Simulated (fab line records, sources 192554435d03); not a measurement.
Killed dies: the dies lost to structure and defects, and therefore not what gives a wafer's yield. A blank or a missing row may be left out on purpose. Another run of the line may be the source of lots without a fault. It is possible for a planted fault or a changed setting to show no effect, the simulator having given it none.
Split-lot experiment -- flow n5-finfet -- 21 wafers read across 7 lots, on a route 1938 steps long

== THE SPLIT ITSELF ==
At N5_BEOL_M1_HM_DEP_02 (deposits TiN, target thk 20 nm), the setting target-thk-a was moved away from the recipe's 200 angstrom on 7 of the 21 wafers read, by -11.0% to +13.3%. All remaining wafers had this setting at the recipe value.

== FROM THE SPLIT TO THE READING: what the file shows between them, 9 steps ==
- N5_BEOL_M1_COAT_61: time 60 s, resist thk 60 nm (also split here: spin-rpm)
- N5_BEOL_M1_COAT_62: time 60 s, resist thk 12 nm
- N5_BEOL_M1_COAT_73: time 60 s, resist thk 5 nm
- N5_BEOL_M1_ETCH_74: etches underlayer in N2/H2, target depth 6.5 nm, time 5.2 s
- N5_BEOL_M1_ETCH_63: etches SiARC in CF4, target depth 15.6 nm, time 26 s
- N5_BEOL_M1_ETCH_64: etches SOC in N2/H2, target depth 75 nm, overetch 15 nm, time 112.5 s
- N5_BEOL_M1_STRIP_65: strips in N2/H2
- N5_BEOL_M1_STRIP_75: strips in N2/H2
- N5_BEOL_M1_STRIP_66: strips in CF4

== THE READING ==
etch.depth-nm (the simulator's own value, which no gauge read), in nm, at N5_BEOL_M1_HM_OPEN_17 (chemistry Cl2/BCl3, target TiN, target depth 20 nm, overetch 6 nm). The file gives no usual value for it. Here, 14 wafers ran the recipe; their average is 20.09 nm with a standard deviation of 0.2 nm.

wafer,"tool, chamber at the split","target-thk-a as run, angstrom",against the recipe,"etch.depth-nm, nm",against lot-mates on the recipe
L078.1,"pvd-sputter-02, -",200,recipe,20.04,-
L078.3,"pvd-sputter-02, -",192,-4.0%,19.39,-0.65
L078.5,"pvd-sputter-02, -",192,-4.0%,19,-1.04
L079.3,"pvd-sputter-02, -",200,recipe,19.88,-
L079.4,"pvd-sputter-02, -",200,recipe,19.98,-
L079.6,"pvd-sputter-02, -",200,recipe,19.97,-
L081.3,"pvd-sputter-03, -",200,recipe,20.02,-
L081.4,"pvd-sputter-03, -",200,recipe,20.2,-
L081.6,"pvd-sputter-03, -",183.5,-8.3%,18.7,-1.41
L085.1,"pvd-sputter-01, -",200,recipe,20.21,-
L085.2,"pvd-sputter-01, -",226.5,+13.3%,22.82,+2.61
L085.3,"pvd-sputter-01, -",226.5,+13.3%,22.62,+2.41
L089.1,"pvd-sputter-03, -",200,recipe,20.1,-
L089.3,"pvd-sputter-03, -",200,recipe,20,-
L089.4,"pvd-sputter-03, -",200,recipe,19.88,-
L092.2,"pvd-sputter-02, -",200,recipe,20.01,-
L092.3,"pvd-sputter-02, -",200,recipe,19.96,-
L092.5,"pvd-sputter-02, -",181,-9.5%,18.01,-1.97
L093.1,"pvd-sputter-03, -",178,-11.0%,17.89,-2.64
L093.4,"pvd-sputter-03, -",200,recipe,20.56,-
L093.6,"pvd-sputter-03, -",200,recipe,20.5,-

THE FIT
A straight line over all 21 wafers: etch.depth-nm changes by +0.2 nm for each +1% of target-thk-a; r = +0.99; the points scatter about the line by 0.2 nm.
The same after taking each lot's own level away (the mean of its wafers on the recipe; 21 wafers): +0.2 nm for each +1%; r = +0.99; scatter 0.15 nm.
According to that fit, moving target-thk-a by its largest amount changes the reading by 2.6 nm.
Across the lots, their own levels run from 19.943 to 20.530 nm, a range of 2.9 times the standard deviation given above.
Consequently the slope shifts little with the lot-to-lot level, the two slopes agreeing.
Check: +2.62 nm against its lot-mates is what the line predicts for one of the wafers moved furthest among these (+13.3%) when that wafer is left out of the fit. It came out at +2.61 nm against them.

== ADDITIONAL SPLITS CARRIED BY THESE WAFERS ==
Before the reading, these wafers also passed through other splits. Each is held against what the fit with the lots' levels taken away leaves over:
other split on the same wafers,wafers away from the commonest value,r with etch.depth-nm (lot level and that fit taken away)
N5_BEOL_M0_TRENCH_ETCH_107 target-depth-a,6,-0.39
N5_BEOL_M1_COAT_61 spin-rpm,9,+0.03

== THE WHOLE CHAIN: every reading that the file lists as answering this split, in the file's order ==
step,what it does,reading,change (the file's fit),r (the file's)
N5_BEOL_M1_HM_DEP_02,"deposits TiN, target thk 20 nm","TiN_of_BEOL_M1_HM_DEP_02.thk-nm (the simulator's own value, which no gauge read)",+0.209 nm for each +1% of the setting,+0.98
N5_BEOL_M1_HM_OPEN_17,"chemistry Cl2/BCl3, target TiN, target depth 20 nm, overetch 6 nm","etch.depth-nm (the simulator's own value, which no gauge read)",+0.204 nm for each +1% of the setting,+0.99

== THE FILE'S OWN FIT ==
etch.depth-nm changes by +0.204 nm for each +1% of target-thk-a, r = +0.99.
